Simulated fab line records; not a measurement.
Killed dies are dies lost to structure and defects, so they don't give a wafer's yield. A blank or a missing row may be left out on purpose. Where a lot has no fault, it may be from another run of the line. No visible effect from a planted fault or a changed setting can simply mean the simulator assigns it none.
Comparing a struck lot with a sound one	flow n5-finfet	18 out of 1938 route steps
Sound: these wafers, L984.2, L984.3, L984.5. Struck: wafers L988.1, L988.6. (L988.2 of the same lot was not struck and is left out.) The cause comes at the end.
Each step with rows lists, per side, the tool, then ch with its chambers, then its first start. Under that, the readings that differ: sound wafers	struck wafers	difference of the means	sigmas: that difference in standard deviations of wafers without a fault.
alike: readings whose means differ by less than 2 such deviations, and words and numbers that are the same on both sides. not compared: withheld readings, readings that some wafer has no value for, bounds like >300 that may hide the same value, and numbers for which the record gives no deviation and whose values overlap.
A row with sigmas, a row that says differs or no value, or rows on one side alone: a step with any of these is where the two part. When numbers do not overlap yet have no deviation, they are printed without sigmas and do not part them. Lack of a reading on every wafer of one side parts them only where that side has two or more wafers.

N5_FIN_SAQP_HM_DEP_03: deposits SiNx from SiH4/NH3/N2, target thk 38 nm, time 33.6 s.
  sound on pecvd-03 ch 0,1, day 2 09:10; struck on pecvd-03 ch 0, day 3 08:55
reading	sound	struck	difference	sigmas
throttle-valve-pct (%)	38.0 42.3 42.7	38.0 37.9	-3.0	-2
  alike: chamber-pressure-Torr, heater-power-w, showerhead-plenum-p-Torr
N5_FIN_SAQP_THK_MEAS_05:
  struck on film-metro-01, day 3 08:59; sound on film-metro-01, day 2 09:15
  alike: thk-nm
N5_FIN_SAQP_PECVD_47: deposits a-Si from SiH4/He, target thk 45 nm, time 36.3 s.
  sound on pecvd-03 ch 0,2, day 2 09:17; struck on pecvd-02 ch 0, day 3 09:02
  alike: chamber-pressure-Torr, heater-power-w, showerhead-plenum-p-Torr, throttle-valve-pct
N5_FIN_SAQP_PECVD_48: deposits SiNx from SiH4/NH3/N2, target thk 25 nm, time 22.1 s.
  sound on pecvd-03 ch 0,2, day 2 09:20; struck on pecvd-02 ch 0, day 3 09:04
  alike: chamber-pressure-Torr, heater-power-w, showerhead-plenum-p-Torr, throttle-valve-pct
N5_FIN_SAQP_PECVD_06: deposits a-Si from SiH4/He, target thk 60 nm, time 48.1 s.
  sound on pecvd-03 ch 0,2, day 2 09:22; struck on pecvd-02 ch 0, day 3 09:07
  alike: chamber-pressure-Torr, heater-power-w, showerhead-plenum-p-Torr, throttle-valve-pct
N5_FIN_SAQP_THK_MEAS_07:
  struck on film-metro-01, day 3 09:12; sound on film-metro-02, day 2 09:28
  alike: thk-nm
N5_FIN_SAQP_HM_DEP_72: deposits SiO2 from SiH4/N2O, target thk 12 nm, time 7.2 s.
  sound on pecvd-02 ch 0,1, day 2 09:29; struck on pecvd-04 ch 2, day 3 09:15
  alike: chamber-pressure-Torr, heater-power-w, showerhead-plenum-p-Torr
then, 5 steps without rows for these wafers: N5_FIN_SAQP_COAT_49 (time 60 s, resist thk 100 nm); N5_FIN_SAQP_COAT_50 (time 60 s, resist thk 35 nm); N5_FIN_SAQP_COAT_10 (resist thk 90 nm); N5_FIN_SAQP_EBR_12; N5_FIN_SAQP_SOFTBAKE_11 (time 60 s).
N5_FIN_SAQP_EXPOSE_13: exposes mask FIN CORE, target cd 35.6 nm.
  sound on arfi-scanner-03 ch 0, day 2 09:50; struck on arfi-scanner-03 ch 0, day 3 09:28
  alike: mask, reticle-temp-C
then, 2 steps without rows for these wafers: N5_FIN_SAQP_PEB_14 (peb time 60 s); N5_FIN_SAQP_DEVELOP_15 (develop time 30 s).
N5_FIN_SAQP_CD_MEAS_16: target cd 35.6 nm.
  sound on cd-sem-02 ch 0, day 2 09:58; struck on cd-sem-01 ch 0, day 3 09:35
reading	sound	struck	difference	sigmas
cd-nm (nm)	34.9 35.1 35.7	33.3 33.0	-2.1	-6
N5_FIN_SAQP_OVL_MEAS_17:
  sound on overlay-01 ch 0, day 2 10:01; struck on overlay-01 ch 0, day 3 09:38
  alike: FIN_CORE_OVL
-- a jump in the record: the struck wafers' starts before and after are 11 days apart (it breaks off in module FIN_SAQP and resumes in module PASSIVATION, where the first step shown is number 1936 of the route) --
N5_PASSIVATION_PROBE_49:
  only the struck wafers here have rows in the record (prober-01, day 13 23:08); the sound ones have none

## WHERE THEY PART
Last at N5_PASSIVATION_PROBE_49 as far as this record goes, first at N5_FIN_SAQP_HM_DEP_03.

WHY: the cause the simulator had injected
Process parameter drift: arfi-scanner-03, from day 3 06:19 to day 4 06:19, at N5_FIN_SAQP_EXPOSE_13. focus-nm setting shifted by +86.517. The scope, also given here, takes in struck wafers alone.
